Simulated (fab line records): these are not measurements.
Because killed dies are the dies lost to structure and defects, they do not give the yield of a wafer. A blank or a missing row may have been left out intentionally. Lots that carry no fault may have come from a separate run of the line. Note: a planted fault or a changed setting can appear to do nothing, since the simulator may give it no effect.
Chamber matching / flow n5-finfet / N5_FIN_SAQP_PECVD_47 on pecvd-02 has 3 sister chambers
The step deposits a-Si from SiH4/He, target thk 45 nm, time 36.3 s. 6 wafers are shown with their chamber, then 7 later ones without.

== WAFERS WITH THEIR CHAMBER ==
wafer=L080.3; chamber=1; heater-power-w (W)=798; heater-power-outer-w (W)=533
wafer=L080.5; chamber=1; heater-power-w (W)=795; heater-power-outer-w (W)=528
wafer=L090.2; chamber=2; heater-power-w (W)=869; heater-power-outer-w (W)=530
wafer=L090.5; chamber=0; heater-power-w (W)=818; heater-power-outer-w (W)=476
wafer=L092.2; chamber=0; heater-power-w (W)=789; heater-power-outer-w (W)=437
wafer=L092.3; chamber=2; heater-power-w (W)=985; heater-power-outer-w (W)=629

== WAFERS WHOSE CHAMBER IS MISSING ==
wafer=L092.4; heater-power-w (W)=795; heater-power-outer-w (W)=445
wafer=L093.1; heater-power-w (W)=819; heater-power-outer-w (W)=535
wafer=L093.3; heater-power-w (W)=685; heater-power-outer-w (W)=375
wafer=L093.6; heater-power-w (W)=963; heater-power-outer-w (W)=602
wafer=L097.1; heater-power-w (W)=728; heater-power-outer-w (W)=399
wafer=L097.3; heater-power-w (W)=888; heater-power-outer-w (W)=560
wafer=L097.5; heater-power-w (W)=887; heater-power-outer-w (W)=545

== WHICH CHAMBER EACH ONE RAN IN ==
wafer=L092.4; from the rows above=can't be placed: 0 or 1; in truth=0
wafer=L093.1; from the rows above=can't be placed: 1 or 0 or 2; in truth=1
wafer=L093.3; from the rows above=can't be placed: 0 or 1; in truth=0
wafer=L093.6; from the rows above=2; in truth=2
wafer=L097.1; from the rows above=can't be placed: 0 or 1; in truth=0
wafer=L097.3; from the rows above=can't be placed: 2 or 1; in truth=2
wafer=L097.5; from the rows above=can't be placed: 2 or 1 or 0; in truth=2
Placed correctly: 1 of 7. These rows do not allow placing 6 (true chamber among the candidates in 6). Placed wrongly: 0.
How it was worked out, from the rows above alone: a wafer's distance from a chamber is the root of the sum, over the readings, of the square of ((its reading less the chamber's mean) divided by the reading's scatter). If the next closest chamber is less than 2 further off than the closest, the wafer can't be placed; otherwise it belongs to the closest. For every chamber, the mean is computed from those of its wafers that are shown. The scatter: take each reading less its chamber's mean, square it, sum over the shown wafers, divide by the number of wafers less the number of chambers, and take the root.
